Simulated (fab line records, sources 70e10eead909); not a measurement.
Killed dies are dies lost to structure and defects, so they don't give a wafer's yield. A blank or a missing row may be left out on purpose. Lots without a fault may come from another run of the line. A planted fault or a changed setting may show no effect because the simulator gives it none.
One fault seen from 2 desks | flow nand_harc | each desk has only its own numbers; what lay behind them comes last

THE METROLOGY DESK
What the gauges read, lot by lot, whatever tool the lot ran on: means of the sampled wafers that have a number. A lot is out of limits, marked OUT, if its mean lies more than 4 standard deviations from the usual mean; the brackets give that distance.
Columns: A = cd_nm at NHARC_A_M1_CD_MEAS_09, usual 120.2 nm; B = overlay_x_nm at NHARC_A_M1_OVL_MEAS_10, usual 0.1 nm; C = overlay_y_nm at NHARC_A_M1_OVL_MEAS_10, usual 0.0 nm
lot  | first seen here | A     | B              | C
L623 | day 22 22:23    | 120.5 | 0.4            | 0.5
L625 | day 23 13:49    | 121.2 | -0.6           | -1.2
L627 | day 24 02:49    | 120.1 | 0.3            | 2.0
L629 | day 24 11:12    | 119.9 | -0.6           | 0.6
L630 | day 25 13:55    | 119.7 | -1.3           | 0.0
L632 | day 26 07:57    | 119.8 | -0.1           | 1.6
L634 | day 27 22:57    | 120.3 | 1.8            | -1.1
L636 | day 28 00:07    | 120.8 | -0.4           | 1.0
L635 | day 28 07:20    | 120.3 | 0.3            | 0.0
L640 | day 29 13:34    | 120.6 | 14.3 (+18) OUT | -0.8
L639 | day 29 18:41    | 120.2 | 13.9 (+17) OUT | 0.5
L642 | day 30 06:44    | 120.1 | -0.6           | -0.1
L643 | day 31 07:59    | 120.7 | 0.8            | 0.9
This desk's finding: out of limits on L639, L640; first on L640, day 29 13:38 (overlay_x_nm at NHARC_A_M1_OVL_MEAS_10). In limits: L623, L625, L627, L629, L630, L632, L634, L636, L635, L642, L643.

THE TOOL OWNER'S DESK: arfi_scanner-01
The tool's own readings at NHARC_A_M1_EXPOSE_06 (exposes mask A M1, target cd 120 nm): means of the sampled wafers that have a number, for each lot that ran on this tool. A lot is out of limits, marked OUT, if its mean lies more than 4 standard deviations from the usual mean; the brackets give that distance.
Columns: A = stage_vel_mm_s at NHARC_A_M1_EXPOSE_06, usual 499.99 mm/s
lot  | first seen here | A
L625 | day 23 13:41    | 500.07
L627 | day 24 02:40    | 499.98
L630 | day 25 13:46    | 499.89
L634 | day 27 22:49    | 499.91
L640 | day 29 13:25    | 500.19
L639 | day 29 18:32    | 499.93
This desk's finding: nothing out of limits on any of the 6 lots.

PUT TOGETHER
The metrology desk could have raised an alarm at day 29 13:38, on L639, L640.
The tool owner's desk saw nothing out of limits.
The tool owner's desk has L639, L640 on record, within its limits.
Of the lots named, all ran NHARC_A_M1_EXPOSE_06 on arfi_scanner-01.

WHAT THE SIMULATOR HAD PUT IN
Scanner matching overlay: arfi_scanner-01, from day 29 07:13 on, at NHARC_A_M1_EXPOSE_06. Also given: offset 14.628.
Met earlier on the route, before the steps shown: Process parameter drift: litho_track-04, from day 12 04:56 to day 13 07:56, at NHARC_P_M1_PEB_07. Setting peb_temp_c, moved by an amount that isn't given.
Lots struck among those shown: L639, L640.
Hours from the fault's start to each desk's first reading out of limits: the metrology desk, 6.
